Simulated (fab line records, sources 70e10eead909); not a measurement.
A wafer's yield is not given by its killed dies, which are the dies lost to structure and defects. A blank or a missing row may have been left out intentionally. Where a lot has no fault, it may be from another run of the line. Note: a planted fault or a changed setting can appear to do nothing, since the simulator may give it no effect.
Which tool was responsible? ; flow nand-harc ; 72 wafers from 24 lots sampled at 4 of the route's 1302 steps

## WHAT THE GAUGES READ, wafer by wafer
NHARC_A_CHANNEL_HOLE_D1_CD_MEAS_18.
lot;measured;on;cd-nm (nm)
L075;day 8 19:58;cd-sem-01;102.1 99.4 98.8
L074;day 8 20:41;cd-sem-01;98.9 98.3 97.1
L076;day 9 12:54;cd-sem-03;99.1 100.3 103.1
L077;day 9 16:29;cd-sem-01;105.0 103.8 97.4
L078;day 10 01:18;cd-sem-01;97.1 98.3 101.9
L079;day 10 15:56;cd-sem-03;98.5 99.1 96.4
L080;day 11 04:41;cd-sem-03;98.9 97.5 99.4
L081;day 11 13:38;cd-sem-01;100.1 97.8 98.3
L082;day 12 07:50;cd-sem-01;98.3 101.5 101.9
L083;day 12 09:46;cd-sem-02;101.6 101.1 102.6
L085;day 12 21:49;cd-sem-02;97.9 100.7 97.4
L084;day 13 00:20;cd-sem-02;95.6 97.6 96.8
L086;day 13 08:23;cd-sem-02;97.5 100.0 100.1
L089;day 14 09:50;cd-sem-01;103.3 102.1 97.4
L088;day 14 10:44;cd-sem-02;101.6 97.9 101.0
L087;day 14 11:26;cd-sem-02;103.7 102.0 99.0
L090;day 15 02:31;cd-sem-02;99.3 98.2 101.7
L091;day 15 14:46;cd-sem-01;98.0 98.3 98.0
L092;day 16 10:46;cd-sem-03;97.5 97.7 97.5
L093;day 16 13:03;cd-sem-01;101.1 99.5 103.5
L094;day 16 21:07;cd-sem-02;105.7 100.7 101.2
L096;day 17 08:56;cd-sem-03;104.6 98.5 100.7
L095;day 17 10:02;cd-sem-02;99.8 101.3 100.4
L097;day 18 02:55;cd-sem-02;98.6 99.4 101.7

NHARC_A_CHANNEL_HOLE_D2_INSPECT_40.
lot;measured;on;raw-defect-count
L075;day 13 11:04;defect-inspect-01;447 453 558
L074;day 13 11:39;defect-inspect-01;206 269 229
L076;day 14 09:44;defect-inspect-01;323 301 387
L077;day 14 11:32;defect-inspect-02;377 388 386
L078;day 14 20:43;defect-inspect-02;231 295 290
L079;day 16 09:14;defect-inspect-01;297 257 280
L080;day 16 05:22;defect-inspect-02;362 335 328
L081;day 16 05:05;defect-inspect-01;352 257 330
L082;day 17 13:35;defect-inspect-01;346 190 346
L083;day 17 09:25;defect-inspect-01;299 212 206
L085;day 17 23:33;defect-inspect-02;193 163 254
L084;day 18 01:43;defect-inspect-02;288 416 289
L086;day 18 05:53;defect-inspect-01;221 284 285
L089;day 19 03:40;defect-inspect-02;341 264 327
L088;day 19 03:30;defect-inspect-01;297 207 340
L087;day 19 07:40;defect-inspect-01;331 408 355
L090;day 19 23:55;defect-inspect-02;250 334 283
L091;day 20 08:54;defect-inspect-02;263 266 323
L092;day 21 09:55;defect-inspect-01;356 297 309
L093;day 21 05:41;defect-inspect-02;212 262 383
L094;day 21 20:06;defect-inspect-02;234 394 302
L096;day 22 21:21;defect-inspect-02;192 230 276
L095;day 22 17:11;defect-inspect-02;170 250 480
L097;day 23 08:58;defect-inspect-01;207 260 289

## EACH LOT AND THE TOOL THAT RAN IT (in order: tool; ch and the chambers of the sampled wafers; start)
lot;NHARC_A_CHANNEL_HOLE_D1_ETCH_19;NHARC_A_CHANNEL_HOLE_D2_ETCH_16
L075;har-etch-02 ch 0,1, day 8 20:04;rie-diel-11 ch 0,2, day 13 11:04 or earlier
L074;har-etch-01 ch 0,1, day 8 20:46;rie-diel-10 ch 0,2, day 13 11:39 or earlier
L076;har-etch-02 ch 1, day 9 15:11;rie-diel-11 ch 0,2, day 14 09:44 or earlier
L077;har-etch-01 ch 0,1, day 9 19:19;rie-diel-06 ch 0,2,3, day 14 11:32 or earlier
L078;har-etch-01 ch 0,1, day 10 03:39;rie-diel-06 ch 1,2,3, day 14 20:43 or earlier
L079;har-etch-02 ch 0, day 10 16:01;rie-diel-06 ch 1,2, day 16 09:14 or earlier
L080;har-etch-02 ch 0,1, day 11 04:46;rie-diel-10 ch 0,1,2, day 16 05:22 or earlier
L081;har-etch-02 ch 0,1, day 11 13:53;rie-diel-11 ch 0,2,3, day 16 05:05 or earlier
L082;har-etch-02 ch 0,1, day 12 07:54;rie-diel-11 ch 1,2,3, day 17 13:35 or earlier
L083;har-etch-01 ch 0,1, day 12 11:45;rie-diel-06 ch 0,2, day 17 09:25 or earlier
L085;har-etch-01 ch 0,1, day 12 21:55;rie-diel-11 ch 1,2, day 17 23:33 or earlier
L084;har-etch-02 ch 0,1, day 13 00:25;rie-diel-10 ch 0,1,3, day 18 01:43 or earlier
L086;har-etch-01 ch 0,1, day 13 09:32;rie-diel-11 ch 0,1,2, day 18 05:53 or earlier
L089;har-etch-02 ch 0,1, day 14 09:54;rie-diel-11 ch 0,1,2, day 19 03:40 or earlier
L088;har-etch-01 ch 0,1, day 14 10:49;rie-diel-10 ch 1,2,3, day 19 03:30 or earlier
L087;har-etch-02 ch 0, day 14 14:04;rie-diel-06 ch 0,1,2, day 19 07:40 or earlier
L090;har-etch-02 ch 0, day 15 02:35;rie-diel-10 ch 0,3, day 19 23:55 or earlier
L091;har-etch-01 ch 0,1, day 15 14:52;rie-diel-11 ch 1,2,3, day 20 08:54 or earlier
L092;har-etch-02 ch 0,1, day 16 12:35;rie-diel-11 ch 0,3, day 21 09:55 or earlier
L093;har-etch-01 ch 0,1, day 16 15:37;rie-diel-10 ch 0,1,3, day 21 05:41 or earlier
L094;har-etch-01 ch 0,1, day 16 23:32;rie-diel-11 ch 0,2, day 21 20:06 or earlier
L096;har-etch-02 ch 0,1, day 17 13:32;rie-diel-10 ch 0,1,3, day 22 21:21 or earlier
L095;har-etch-01 ch 0,1, day 17 15:56;rie-diel-06 ch 0,1, day 22 17:11 or earlier
L097;har-etch-01 ch 0,1, day 18 04:22;rie-diel-06 ch 0,1,2, day 23 08:58 or earlier
- NHARC_A_CHANNEL_HOLE_D1_ETCH_19: etches the open film in C4F8/O2/Ar, time 34.5 s.
- NHARC_A_CHANNEL_HOLE_D2_ETCH_16: etches the open film in O2/COS, target depth 3100 nm, time 806 s.

## WHAT THE TOOLS THEMSELVES READ (means of the sampled wafers that have a number; where no wafer has one, the mark that the record gives instead)
NHARC_A_CHANNEL_HOLE_D1_ETCH_19.
lot;tool;drypump-motor-current-A (A);oes-air-line-au (a.u.);showerhead-plenum-p-Torr (Torr);throttle-valve-pct (%)
L075;har-etch-02;5.0;0.958;3.71;37.033
L074;har-etch-01;5.9;1.001;3.69;37.040
L076;har-etch-02;4.9;0.994;3.49;37.038
L077;har-etch-01;6.0;1.012;3.73;37.041
L078;har-etch-01;5.9;0.997;3.72;37.032
L079;har-etch-02;5.0;0.975;3.80;37.035
L080;har-etch-02;5.0;0.992;3.69;37.042
L081;har-etch-02;5.0;0.984;3.69;37.041
L082;har-etch-02;4.9;1.023;3.58;37.044
L083;har-etch-01;6.0;1.011;3.71;37.043
L085;har-etch-01;5.9;1.026;3.70;37.033
L084;har-etch-02;4.9;0.994;3.57;37.052
L086;har-etch-01;5.9;1.010;3.70;37.043
L089;har-etch-02;5.0;1.011;3.67;37.032
L088;har-etch-01;5.9;1.002;3.65;37.037
L087;har-etch-02;5.0;0.986;3.77;37.030
L090;har-etch-02;5.0;0.972;3.77;37.034
L091;har-etch-01;5.9;1.016;3.64;37.039
L092;har-etch-02;4.9;1.001;3.55;37.035
L093;har-etch-01;6.0;1.006;3.68;37.042
L094;har-etch-01;5.9;0.999;3.63;37.044
L096;har-etch-02;4.9;1.012;3.83;37.043
L095;har-etch-01;5.9;0.991;3.62;37.040
L097;har-etch-01;5.9;0.993;3.61;37.036

NHARC_A_CHANNEL_HOLE_D2_ETCH_16.
lot;tool;drypump-motor-current-A (A);oes-product-au (a.u.);rf-vpp-V (V);showerhead-plenum-p-Torr (Torr);throttle-valve-pct (%)
L075;rie-diel-11;5.9;1.008;316.9;3.28;28.329
L074;rie-diel-10;5.9;0.998;312.7;3.03;28.325
L076;rie-diel-11;5.9;1.008;317.2;3.28;28.326
L077;rie-diel-06;5.5;0.996;315.0;3.18;28.333
L078;rie-diel-06;5.6;0.984;314.4;3.19;28.323
L079;rie-diel-06;5.8;0.988;314.7;3.15;28.330
L080;rie-diel-10;6.0;0.993;312.7;3.06;28.325
L081;rie-diel-11;5.8;1.012;316.3;3.29;28.330
L082;rie-diel-11;5.5;1.015;314.7;3.24;28.329
L083;rie-diel-06;5.7;1.001;315.0;3.14;28.329
L085;rie-diel-11;5.2;0.991;315.3;3.16;28.333
L084;rie-diel-10;6.1;1.013;314.9;3.18;28.329
L086;rie-diel-11;5.4;0.994;315.4;3.20;28.325
L089;rie-diel-11;5.4;1.000;315.7;3.20;28.337
L088;rie-diel-10;5.9;1.009;313.3;3.08;28.333
L087;rie-diel-06;5.6;1.002;314.3;3.19;28.331
L090;rie-diel-10;6.3;1.008;315.8;3.24;28.328
L091;rie-diel-11;5.5;0.994;315.7;3.24;28.325
L092;rie-diel-11;5.5;0.994;316.2;3.24;28.341
L093;rie-diel-10;6.1;1.001;315.4;3.18;28.330
L094;rie-diel-11;5.9;1.001;315.9;3.27;28.338
L096;rie-diel-10;6.1;1.016;314.9;3.17;28.336
L095;rie-diel-06;5.4;0.993;316.3;3.25;28.330
L097;rie-diel-06;5.6;1.004;315.5;3.19;28.339

## THE ANSWER, worked out from the rows above alone
Rule: what is usual is taken from the lots themselves. Put in order of their means at a reading, lots are off if they are a third of the lots or fewer, leave a main group of 4 or more, and stand apart from it by a gap of 3 or more times the standard deviation of the main group's means; of several such gaps the widest counts. If all means in a main group match to the digits the tables above print for the reading, that group is not used. A lot without any number at a reading at which 4 lots or more have one is off too. Where the step has rows for the other lots, those lots are counted as sound. The gauges are gone through in route order, then the tools' own readings, and for those a lot's mean is taken as printed above. The first step at which some lot is off is used, and at that step the reading that is off furthest; a lot without a number counts as furthest.
No lot is off on any of the readings shown, so nothing can be concluded from this.

## WHAT THE SIMULATOR PUT IN
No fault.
